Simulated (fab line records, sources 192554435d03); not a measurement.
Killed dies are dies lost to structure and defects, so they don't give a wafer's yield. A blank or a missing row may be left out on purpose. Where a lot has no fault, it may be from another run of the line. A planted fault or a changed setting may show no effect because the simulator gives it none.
fab line records -- flow n5Finfet
[record] lots = 6, wafers = 18, lastDay = 18
route steps=1938 shown SD_EPI_P@298 PASSIVATION@1936
lots that met no fault: from a run of the same line without faults
startH: start of the lot's first displayed wafer, in hours after the record's first day -- waitH: how many hours have passed since the lot's step before this one -- " unchanged from the row above -- L1.1+2: one row covering several wafers at once -- - no value, or no start was given -- * or withheld: withheld -- < > ~ a bound
route shown NAME@n: names a module that has steps shown in the file, with the first one's number in the route -- usual: mean/standard deviation taken from wafers without a fault -- same: alike in all rows -- chamber/n: place in a boat -- sites: readings site by site -- _std_site: standard deviation across them -- _edge_site: inner sites' mean taken away from outer sites' mean -- radiusMm: for every site, how far away it sits from the centre of the wafer -- mask NAME#n: copy n -- behind: the most recent tool/chamber to have shaped the wafer -- hold: reason for holding the lot/hours on hold/outcome of the hold -- device: names the non-switching transistor (n, p or np) -- end of line: the same wafers' tests at the end of the route -- for a step that has no rows: nothing shown but its recipe -- killed: count of dies lost to structure and defects at first sort (not the wafer's yield) -- map: a wafer's dies, marking killed ones x, the rest . and places with no die _
set.NAME: the run value of the setting; set.NAME@STEP: its run value at that earlier step -- model.NAME: the simulator's own value behind a step, which no gauge read
a table for each step, a row for each wafer; lots at some steps of the route
services: a tool's chamber out of use, with start hour (startH, from the record's first day; less than 0 if before it), hours out, and reason
[[steps]]
[step N5_SD_EPI_P_EBR_05]
[recipe] solvent = PGMEA, ebrWidthMm = 1.5
[step N5_SD_EPI_P_SOFTBAKE_04]
[recipe] tempC = 110, timeS = 60, resist = CAR-ArF-block
[step N5_SD_EPI_P_EXPOSE_06]
[recipe] maskId = SD_P_BLK, na = 1.35, sourceShape = conventional, sigmaOuter = 0.8, polarization = unpolarized, targetCdNm = 240, doseMj = 39.5
[step N5_SD_EPI_P_PEB_07]
[recipe] pebTempC = 110, pebTimeS = 60, resist = CAR-ArF-block
[step N5_SD_EPI_P_DEVELOP_08]
[recipe] developTimeS = 30, developer = TMAH, resist = CAR-ArF-block, devTempC = 23, rinseLiquid = diw, dry = airSpin
[step N5_SD_EPI_P_CD_MEAS_09]
[recipe] targetCdNm = 240, landingEnergyEv = 500, detector = seInlens
[usual] cdNm = 240.2/0.69
lot.wafer,tool,chamber,startH,waitH,cdNm
L339.1,cdSem-02,0,90.87,-,239.6
L339.2,cdSem-02,0,90.87,-,241.3
L339.6,cdSem-02,0,90.87,-,239.6
L341.1,cdSem-02,0,102.11,-,239.2
L341.2,cdSem-02,0,102.11,-,239.7
L341.6,cdSem-02,0,102.11,-,239.4
L342.1,cdSem-03,0,106.66,-,240.2
L342.3,cdSem-03,0,106.66,-,241.0
L342.4,cdSem-03,0,106.66,-,239.9
L345.2,cdSem-01,0,127.44,-,240.0
L345.4,cdSem-01,0,127.44,-,240.2
L345.6,cdSem-01,0,127.44,-,241.4
L355.1,cdSem-03,0,186.50,-,239.5
L355.3,cdSem-03,0,186.50,-,239.3
L355.5,cdSem-03,0,186.50,-,239.4
L356.1,cdSem-03,0,191.81,-,240.2
L356.2,cdSem-03,0,191.81,-,240.4
L356.4,cdSem-03,0,191.81,-,240.6
[step N5_SD_EPI_P_OVL_MEAS_10]
[recipe] pointsPerWafer = 44
[usual] SD_P_BLK_OVL = 0.1/0.76
lot.wafer,tool,chamber,startH,waitH,SD_P_BLK_OVL[nm]
L339.1,overlay-01,0,90.90,0.0,0.0
L339.2,overlay-01,0,90.90,0.0,1.0
L339.6,overlay-01,0,90.90,0.0,0.9
L341.1,overlay-01,0,102.14,0.0,0.8
L341.2,overlay-01,0,102.14,0.0,0.7
L341.6,overlay-01,0,102.14,0.0,0.4
L342.1,overlay-01,0,106.69,0.0,-0.1
L342.3,overlay-01,0,106.69,0.0,-1.2
L342.4,overlay-01,0,106.69,0.0,0.2
L345.2,overlay-01,0,127.47,0.0,0.6
L345.4,overlay-01,0,127.47,0.0,0.8
L345.6,overlay-01,0,127.47,0.0,0.1
L355.1,overlay-02,0,186.53,0.0,-0.8
L355.3,overlay-02,0,186.53,0.0,-0.3
L355.5,overlay-02,0,186.53,0.0,0.0
L356.1,overlay-01,0,191.84,0.0,-0.5
L356.2,overlay-01,0,191.84,0.0,0.0
L356.4,overlay-01,0,191.84,0.0,0.4
[step N5_SD_EPI_P_INSPECT_11]
[recipe] mode = adi, inspectInstrument = macro
[usual] rawDefectCount = 1.9/1.4
lot.wafer,tool,chamber,startH,waitH,rawDefectCount
L339.1,defectInspect-02,-,90.93,0.0,2
L339.2,defectInspect-02,-,90.93,0.0,2
L339.6,defectInspect-02,-,90.93,0.0,0
L341.1,defectInspect-02,-,102.17,0.0,1
L341.2,defectInspect-02,-,102.17,0.0,2
L341.6,defectInspect-02,-,102.17,0.0,1
L342.1,defectInspect-02,-,106.72,0.0,2
L342.3,defectInspect-02,-,106.72,0.0,2
L342.4,defectInspect-02,-,106.72,0.0,1
L345.2,defectInspect-02,-,127.49,0.0,1
L345.4,defectInspect-02,-,127.49,0.0,0
L345.6,defectInspect-02,-,127.49,0.0,2
L355.1,defectInspect-01,-,186.55,0.0,2
L355.3,defectInspect-01,-,186.55,0.0,0
L355.5,defectInspect-01,-,186.55,0.0,2
L356.1,defectInspect-02,-,191.87,0.0,2
L356.2,defectInspect-02,-,191.87,0.0,2
L356.4,defectInspect-02,-,191.87,0.0,0
[step N5_SD_EPI_P_DESCUM_14]
[recipe] chemistry = O2, timeS = 7.9, sourcePowerW = 50, biasPowerW = 20, pressureMtorr = 20, rfFrequencyHz = 2.712e+07, tempC = 40, resist = CAR-ArF-block, o2FlowSccm = 225
[usual] drypumpMotorCurrentA = 5.9/0.58, oesProductAu = 0.79/0.096, rfVppV = 243.2/1.3, showerheadPlenumPTorr = 2.09/0.058, throttleValvePct = 20.5/0.33
lot.wafer,tool,chamber,startH,waitH,drypumpMotorCurrentA,oesProductAu,rfHoursCounterH,rfVppV,showerheadPlenumPTorr,throttleValvePct
L339.1,rieDiel-01,0,90.96,0.0,4.8,0.96,14,245.9,2.12,20.1
L339.2,rieDiel-01,2,90.96,0.0,6.1,0.67,244,242.5,2.04,20.2
L339.6,rieDiel-01,3,90.96,0.0,6.4,0.92,-,242.1,2.05,20.2
L341.1,rieDiel-04,3,102.20,0.0,6.6,0.74,160,240.6,2.02,20.8
L341.2,rieDiel-04,1,102.20,0.0,6.5,0.83,82,243.0,2.11,20.4
L341.6,rieDiel-04,0,102.20,0.0,5.7,0.68,-,245.0,2.15,20.9
L342.1,rieDiel-01,1,106.97,0.3,5.2,0.73,182,243.5,2.08,20.7
L342.3,rieDiel-01,3,106.97,0.3,6.4,0.92,31,242.4,2.05,20.2
L342.4,rieDiel-01,2,106.97,0.3,6.1,0.68,250,242.5,2.03,20.2
L345.2,rieDiel-03,2,127.53,0.0,5.5,0.70,207,240.2,2.01,20.8
L345.4,rieDiel-03,3,127.53,0.0,6.3,0.74,185,244.5,2.18,20.4
L345.6,rieDiel-03,3,127.53,0.0,6.3,0.73,-,243.5,2.18,20.4
L355.1,rieDiel-04,0,186.59,0.0,5.7,0.66,247,244.4,2.14,21.0
L355.3,rieDiel-04,2,186.59,0.0,5.7,0.88,23,243.7,2.16,20.6
L355.5,rieDiel-04,0,186.59,0.0,5.7,0.66,-,244.7,2.14,21.0
L356.1,rieDiel-04,2,191.90,0.0,5.7,0.89,24,242.2,2.16,20.6
L356.2,rieDiel-04,3,191.90,0.0,6.6,0.71,191,240.9,2.01,20.8
L356.4,rieDiel-04,1,191.90,0.0,6.5,0.78,109,243.5,2.10,20.5
[step N5_SD_EPI_P_ETCH_36]
[recipe] chemistry = CF4, target = SiARC, targetDepthA = 455, maskMaterial = CAR-ArF-block, timeS = 75.8, ionEnergyEv = 80, pressureMtorr = 40, sourceW = 545, biasW = 36, Ar_flow_sccm = 100, cf4FlowSccm = 100, ends = cleared
[usual] biasW = 36.01/0.11, drypumpMotorCurrentA = 5.9/0.58, etchRfOnTimeS = 76.5/1.7, oesProductAu = 0.67/0.078, rfVppV = 184.2/1.1, showerheadPlenumPTorr = 2.14/0.062, throttleValvePct = 15.7/0.31
lot.wafer,tool,chamber,startH,waitH,biasW,drypumpMotorCurrentA,etchRfOnTimeS,oesProductAu,rfHoursCounterH,rfVppV,showerheadPlenumPTorr,throttleValvePct
L339.1,rieDiel-01,0,91.00,0.0,35.88,4.7,75.7,0.81,14,185.1,2.19,15.3
L339.2,rieDiel-01,2,91.00,0.0,35.87,6.1,76.8,0.58,244,184.5,2.11,15.7
L339.6,rieDiel-01,3,91.00,0.0,36.04,6.4,77.2,0.79,-,184.5,2.11,15.4
L341.1,rieDiel-04,3,102.23,0.0,35.98,6.6,76.8,0.64,160,183.2,2.05,15.8
L341.2,rieDiel-04,1,102.23,0.0,35.93,6.5,77.3,0.69,82,185.4,2.17,15.5
L341.6,rieDiel-04,0,102.23,0.0,35.83,5.7,75.9,0.58,-,183.4,2.21,16.2
L342.1,rieDiel-01,1,107.01,0.0,36.06,5.2,75.6,0.63,182,184.2,2.11,15.8
L342.3,rieDiel-01,3,107.01,0.0,35.96,6.4,76.0,0.77,31,183.7,2.11,15.4
L342.4,rieDiel-01,2,107.01,0.0,35.95,6.1,75.3,0.58,250,184.1,2.11,15.7
L345.2,rieDiel-03,2,127.56,0.0,35.90,5.5,78.4,0.60,207,181.7,2.05,15.8
L345.4,rieDiel-03,3,127.56,0.0,35.97,6.2,78.7,0.62,185,185.4,2.23,15.7
L345.6,rieDiel-03,3,127.56,0.0,36.13,6.2,78.7,0.62,-,186.3,2.23,15.7
L355.1,rieDiel-04,0,186.62,0.0,36.15,5.7,76.8,0.57,247,185.0,2.20,16.3
L355.3,rieDiel-04,2,186.62,0.0,36.01,5.7,77.3,0.75,23,185.5,2.20,15.7
L355.5,rieDiel-04,0,186.62,0.0,36.02,5.7,76.5,0.57,-,185.1,2.20,16.2
L356.1,rieDiel-04,2,191.94,0.0,36.06,5.7,78.8,0.73,24,184.9,2.20,15.6
L356.2,rieDiel-04,3,191.94,0.0,35.75,6.6,78.2,0.61,191,182.9,2.04,15.9
L356.4,rieDiel-04,1,191.94,0.0,36.13,6.5,78.1,0.67,109,183.5,2.16,15.6
[step N5_SD_EPI_P_ETCH_37]
[recipe] chemistry = N2/H2, target = SOC, overetchA = 1080, maskMaterial = SiARC, tempC = 40, ionEnergyEv = 100, sourceW = 3000, biasW = 133, pressureMtorr = 20, timeS = 486, n2FlowSccm = 200, h2FlowSccm = 200, ends = endPoint
[usual] biasW = 133.0/0.39, drypumpMotorCurrentA = 5.9/0.57, h2FlowSccm = 200.0/0.57, oesProductAu = 0.70/0.078, rfVppV = 240.7/1.2, showerheadPlenumPTorr = 2.54/0.073, throttleValvePct = 23.9/0.35
lot.wafer,tool,chamber,startH,waitH,biasW,drypumpMotorCurrentA,h2FlowSccm,oesProductAu,rfHoursCounterH,rfVppV,showerheadPlenumPTorr,throttleValvePct
L339.1,rieDiel-01,0,91.05,0.0,133.5,4.7,199.7,0.85,14,240.8,2.58,23.5
L339.2,rieDiel-01,2,91.05,0.0,133.4,6.1,201.2,0.61,244,240.3,2.52,23.8
L339.6,rieDiel-01,3,91.05,0.0,133.7,6.4,199.7,0.82,-,241.6,2.49,23.6
L341.1,rieDiel-04,3,102.29,0.0,132.8,6.6,200.3,0.67,160,239.8,2.44,24.0
L341.2,rieDiel-04,1,102.29,0.0,132.6,6.5,199.9,0.73,83,240.9,2.55,23.8
L341.6,rieDiel-04,0,102.29,0.0,133.2,5.8,198.7,0.62,-,240.3,2.62,24.4
L342.1,rieDiel-01,1,107.06,0.0,133.7,5.2,199.0,0.66,182,240.0,2.52,24.1
L342.3,rieDiel-01,3,107.06,0.0,133.3,6.4,200.5,0.82,31,239.7,2.49,23.7
L342.4,rieDiel-01,2,107.06,0.0,133.1,6.1,199.7,0.61,250,239.7,2.51,23.8
L345.2,rieDiel-03,2,127.62,0.0,132.8,5.5,199.7,0.63,207,239.0,2.40,23.9
L345.4,rieDiel-03,3,127.62,0.0,132.9,6.3,200.5,0.66,185,242.9,2.62,23.4
L345.6,rieDiel-03,3,127.62,0.0,132.4,6.2,199.9,0.66,-,242.0,2.62,23.4
L355.1,rieDiel-04,0,186.68,0.0,132.5,5.7,199.9,0.60,247,242.2,2.61,24.4
L355.3,rieDiel-04,2,186.68,0.0,133.1,5.7,199.9,0.78,23,240.5,2.61,24.3
L355.5,rieDiel-04,0,186.68,0.0,132.1,5.7,200.2,0.60,-,240.9,2.61,24.4
L356.1,rieDiel-04,2,191.99,0.0,132.9,5.7,200.5,0.79,24,242.2,2.61,24.3
L356.2,rieDiel-04,3,191.99,0.0,132.7,6.6,199.6,0.65,191,238.9,2.42,24.1
L356.4,rieDiel-04,1,191.99,0.0,133.2,6.5,200.0,0.71,109,242.6,2.54,23.9
[step N5_SD_EPI_P_STRIP_38]
[recipe] chemistry = N2/H2, tempC = 40, n2FlowSccm = 200, h2FlowSccm = 200, rfFrequencyHz = 6e+07
[step N5_SD_EPI_P_ETCHBACK_46]
[recipe] chemistry = CH3F/O2, mode = anisotropicEtchback, target = SiNx, targetDepthA = 175, stopOn = SiO2, overEtchFrac = 0.3, ionEnergyEv = 120, pressureMtorr = 30, sourceW = 395, biasW = 73, Ar_flow_sccm = 150, CH3F_flow_sccm = 30, O2_flow_sccm = 20
[usual] biasW = 73.00/0.23, drypumpMotorCurrentA = 5.9/0.58, oesProductAu = 0.67/0.075, rfVppV = 301/5.7, showerheadPlenumPTorr = 2.00/0.06, throttleValvePct = 16.4/0.31
lot.wafer,tool,chamber,startH,waitH,biasW,drypumpMotorCurrentA,oesProductAu,rfHoursCounterH,rfVppV,showerheadPlenumPTorr,throttleValvePct,model.SiARC_of_SD_EPI_P_COAT_35.thkNm
L339.1,rieDiel-01,0,91.38,0.0,73.37,4.7,0.80,14,292,2.04,16.1,15
L339.2,rieDiel-01,2,91.38,0.0,72.85,6.1,0.58,244,295,1.95,16.3,15.4
L339.6,rieDiel-01,3,91.38,0.0,72.82,6.4,0.79,-,300,1.98,16.2,15.2
L341.1,rieDiel-04,3,102.62,0.0,73.15,6.6,0.64,160,303,1.91,16.6,15.2
L341.2,rieDiel-04,1,102.62,0.0,73.29,6.5,0.70,83,305,2.04,16.4,15.2
L341.6,rieDiel-04,0,102.62,0.0,72.79,5.7,0.58,-,297,2.06,16.9,15.2
L342.1,rieDiel-01,1,107.39,0.0,72.90,5.2,0.62,183,291,1.97,16.6,15.2
L342.3,rieDiel-01,3,107.39,0.0,73.41,6.4,0.78,31,302,1.98,16.2,15.2
L342.4,rieDiel-01,2,107.39,0.0,72.90,6.1,0.57,250,297,1.95,16.3,15.4
L345.2,rieDiel-03,2,127.94,0.0,72.88,5.5,0.61,207,306,1.91,16.6,15.2
L345.4,rieDiel-03,3,127.94,0.0,72.99,6.3,0.63,185,306,2.09,16.4,15.6
L345.6,rieDiel-03,3,127.94,0.0,72.94,6.3,0.63,-,308,2.09,16.4,15.6
L355.1,rieDiel-04,0,187.00,0.0,72.68,5.8,0.44,247,298,2.05,16.9,12.2
L355.3,rieDiel-04,2,187.00,0.0,72.96,5.7,0.57,23,313,2.07,16.4,11.8
L355.5,rieDiel-04,0,187.00,0.0,73.51,5.7,0.44,-,298,2.05,16.9,12.4
L356.1,rieDiel-04,2,192.32,0.0,72.70,5.7,0.58,25,312,2.07,16.4,11.6
L356.2,rieDiel-04,3,192.32,0.0,73.09,6.6,0.47,191,303,1.90,16.6,12
L356.4,rieDiel-04,1,192.32,0.0,72.82,6.6,0.51,109,306,2.03,16.4,12
[step N5_SD_EPI_P_ETCH_47]
[recipe] chemistry = CH3F/O2, target = SiOCN, targetDepthA = 250, maskMaterial = SOC, ionEnergyEv = 60, biasW = 29, pressureMtorr = 30, sourceW = 410, Ar_flow_sccm = 150, CH3F_flow_sccm = 30, O2_flow_sccm = 20
[usual] biasW = 29.00/0.087, drypumpMotorCurrentA = 5.9/0.58, oesProductAu = 0.79/0.093, rfVppV = 129.2/2.5, showerheadPlenumPTorr = 2.00/0.06, throttleValvePct = 16.4/0.3
lot.wafer,tool,chamber,startH,waitH,biasW,drypumpMotorCurrentA,oesProductAu,rfHoursCounterH,rfVppV,showerheadPlenumPTorr,throttleValvePct
L339.1,rieDiel-01,0,91.48,0.1,28.94,4.8,0.95,14,126.4,2.04,16.0
L339.2,rieDiel-01,2,91.48,0.1,28.95,6.1,0.68,244,126.4,1.95,16.2
L339.6,rieDiel-01,3,91.48,0.1,28.91,6.4,0.93,-,127.8,1.98,16.2
L341.1,rieDiel-04,3,102.72,0.1,29.04,6.6,0.74,160,130.7,1.91,16.6
L341.2,rieDiel-04,1,102.72,0.1,29.02,6.5,0.81,83,130.9,2.04,16.3
L341.6,rieDiel-04,0,102.72,0.1,29.05,5.7,0.68,-,128.1,2.06,16.9
L342.1,rieDiel-01,1,107.49,0.1,29.08,5.2,0.73,183,124.5,1.97,16.6
L342.3,rieDiel-01,3,107.49,0.1,28.93,6.4,0.92,31,128.9,1.98,16.2
L342.4,rieDiel-01,2,107.49,0.1,29.13,6.1,0.67,250,127.9,1.95,16.3
L345.2,rieDiel-03,2,128.04,0.1,28.98,5.5,0.70,207,131.5,1.91,16.6
L345.4,rieDiel-03,3,128.04,0.1,29.14,6.2,0.73,185,130.6,2.09,16.4
L345.6,rieDiel-03,3,128.04,0.1,29.10,6.3,0.73,-,130.4,2.09,16.4
L355.1,rieDiel-04,0,187.10,0.1,28.90,5.7,0.66,247,126.4,2.05,16.9
L355.3,rieDiel-04,2,187.10,0.1,28.93,5.7,0.88,23,133.9,2.07,16.4
L355.5,rieDiel-04,0,187.10,0.1,28.93,5.7,0.66,-,127.0,2.05,16.9
L356.1,rieDiel-04,2,192.42,0.1,28.90,5.7,0.89,25,133.0,2.07,16.4
L356.2,rieDiel-04,3,192.42,0.1,29.00,6.6,0.72,191,129.6,1.91,16.6
L356.4,rieDiel-04,1,192.42,0.1,29.05,6.5,0.78,109,130.4,2.03,16.4
[step N5_SD_EPI_P_ETCH_16]
[recipe] chemistry = CHF3/O2, target = SiO2, targetDepthA = 50, maskMaterial = SOC, pressureMtorr = 30, sourceW = 650, biasW = 170, Ar_flow_sccm = 200, CHF3_flow_sccm = 50, O2_flow_sccm = 5, ionEnergyEv = 200
[usual] biasW = 170.0/0.52, drypumpMotorCurrentA = 5.9/0.57, oesProductAu = 0.79/0.094, rfVppV = 531/9.9, showerheadPlenumPTorr = 2.41/0.07, throttleValvePct = 18.98/0.29
lot.wafer,tool,chamber,startH,waitH,biasW,drypumpMotorCurrentA,oesProductAu,rfHoursCounterH,rfVppV,showerheadPlenumPTorr,throttleValvePct,model.SiARC_of_SD_EPI_P_COAT_35.thkNm
L339.1,rieDiel-01,0,91.58,0.1,170.0,4.7,0.95,14,517,2.46,18.66,11.4
L339.2,rieDiel-01,2,91.58,0.1,168.7,6.1,0.68,245,523,2.36,18.79,12
L339.6,rieDiel-01,3,91.58,0.1,169.2,6.4,0.92,-,530,2.38,18.75,11.6
L341.1,rieDiel-04,3,102.82,0.1,169.9,6.6,0.75,160,533,2.31,19.14,11.6
L341.2,rieDiel-04,1,102.82,0.1,169.7,6.5,0.81,83,537,2.45,18.94,11.6
L341.6,rieDiel-04,0,102.82,0.1,170.8,5.7,0.69,-,523,2.48,19.46,11.6
L342.1,rieDiel-01,1,107.59,0.1,170.4,5.2,0.73,183,510,2.38,19.10,11.6
L342.3,rieDiel-01,3,107.59,0.1,168.7,6.4,0.91,31,530,2.38,18.78,11.6
L342.4,rieDiel-01,2,107.59,0.1,169.9,6.1,0.67,250,520,2.36,18.81,12
L345.2,rieDiel-03,2,128.14,0.1,170.4,5.5,0.70,207,534,2.30,19.12,11.8
L345.4,rieDiel-03,3,128.14,0.1,170.2,6.3,0.72,185,540,2.51,18.92,12
L345.6,rieDiel-03,3,128.14,0.1,170.6,6.3,0.73,-,539,2.51,18.90,12
L355.1,rieDiel-04,0,187.20,0.1,169.8,5.7,0.66,247,523,2.47,19.50,8.6
L355.3,rieDiel-04,2,187.20,0.1,170.3,5.7,0.89,23,549,2.48,19.05,8.2
L355.5,rieDiel-04,0,187.20,0.1,170.2,5.7,0.66,-,522,2.47,19.50,8.8
L356.1,rieDiel-04,2,192.52,0.1,170.1,5.7,0.87,25,551,2.48,19.04,8
L356.2,rieDiel-04,3,192.52,0.1,170.8,6.6,0.72,191,533,2.30,19.17,8.4
L356.4,rieDiel-04,1,192.52,0.1,170.1,6.6,0.79,109,537,2.44,18.99,8.4
[step N5_SD_EPI_P_STRIP_50]
[recipe] chemistry = CHF3/O2, resist = SiARC, rfFrequencyHz = 6e+07
[step N5_PASSIVATION_PROBE_49]
[usual] killed_at_M0_to_M3 = 36/10, killed_at_M4_up = 13/5.5, killedAtContacts = 12/5.6, killedAtFrontEnd = 42/12, killedAtOther = 4/3.2, killedDies = 108/18, killedOpen = 71/13, killedShort = 34/7.8
[same] grossDies = 1180, killedAtBackSide = 0
lot.wafer,tool,chamber,startH,waitH,killed_at_M0_to_M3,killed_at_M4_up,killedAtContacts,killedAtFrontEnd,killedAtOther,killedDies,killedOpen,killedShort
L341.1,prober-01,-,320.15,0.0,45,10,15,32,0,102,66,33
L341.2,prober-01,-,320.20,0.1,31,7,4,34,3,79,54,24
L341.6,prober-01,-,320.40,0.3,26,7,12,23,0,68,45,23
// killed by level:class
L341.1 FIN_SAQP:geometricParticle:open=13 MOL_CONTACT_COAG:geometricParticle:open=11 BEOL_M3:geometricParticle:open=9 BEOL_M0_SAQP:geometricParticle:short=9 BEOL_M2:geometricParticle:open=9 FIN_SAQP:geometricParticle:short=7 BEOL_M0_SAQP:geometricParticle:open=5 MOL_CONTACT_COAG:geometricParticle:short=4
L341.2 FIN_SAQP:geometricParticle:open=11 BEOL_M0_SAQP:geometricParticle:open=7 BEOL_M0_SAQP:geometricParticle:short=7 FIN_SAQP:geometricParticle:short=6 DUMMY_GATE:geometricParticle:open=5 BEOL_M1:geometricParticle:open=5 BEOL_M2:geometricParticle:open=5 MOL_CONTACT_COAG:geometricParticle:open=4
L341.6 MOL_CONTACT_COAG:geometricParticle:open=10 BEOL_M1:geometricParticle:open=6 BEOL_M0_SAQP:geometricParticle:short=6 BEOL_M0_SAQP:geometricParticle:open=6 BEOL_M2:geometricParticle:open=6 DUMMY_GATE:geometricParticle:open=5 FIN_SAQP:geometricParticle:open=4 ILD0:geometricParticle:short=3
[[services]]
tool,chamber,startH,hours,kind
rieDiel-03,0,86.86,11.8,repair
rieDiel-03,3,95.85,18.6,repair
rieDiel-04,2,97.76,-,clean
rieDiel-04,2,97.76,-,consumableReplace:focusRing
rieDiel-04,2,97.76,20.2,scheduledDown
rieDiel-04,2,97.76,20.2,ventCycle
rieDiel-01,2,107.64,-,clean
rieDiel-01,2,107.64,-,consumableReplace:focusRing
rieDiel-04,1,129.49,9.0,repair
rieDiel-04,0,130.52,10.4,repair
rieDiel-04,1,139.52,4.0,repair
[[key]]
[firstSign] step = N5_SD_EPI_P_ETCHBACK_46, reading = oesProductAu, direction = down, sigmas = 2.3, usual = 0.67, struck = 0.50, wafersMoved = 3
effect none on later readings
[modelEffect] step = N5_SD_EPI_P_ETCHBACK_46, value = SiARC_of_SD_EPI_P_COAT_35.thkNm, without = 15.4, struck = 12
[modelEffect] step = N5_SD_EPI_P_ETCH_16, value = SiARC_of_SD_EPI_P_COAT_35.thkNm, without = 11.83, struck = 8.4
metAt N5_SD_EPI_P_ETCHBACK_46
struckWafers L355.1,L355.3,L355.5,L356.1,L356.2,L356.4
testerLeftOut L355,L356
onsetBetween 102.62 187.00
alsoFits time
[fault] kind = processParameterDrift, tool = rieDiel-04, chamber = -, onsetH = 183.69, steps = N5_SD_EPI_P_ETCHBACK_46, channel = targetDepthA, offset = 131.51, shape = step, endH = 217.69, actsIn = theseRecipesOnly, stated = 175
// testerLeftOut: of these lots the tester's yield and bins aren't shown, on N5 and GAA mostly nor the transistor test; their killed dies are dies lost to structure and defects alone, not to doping, threshold or leakage, so they don't give the yield
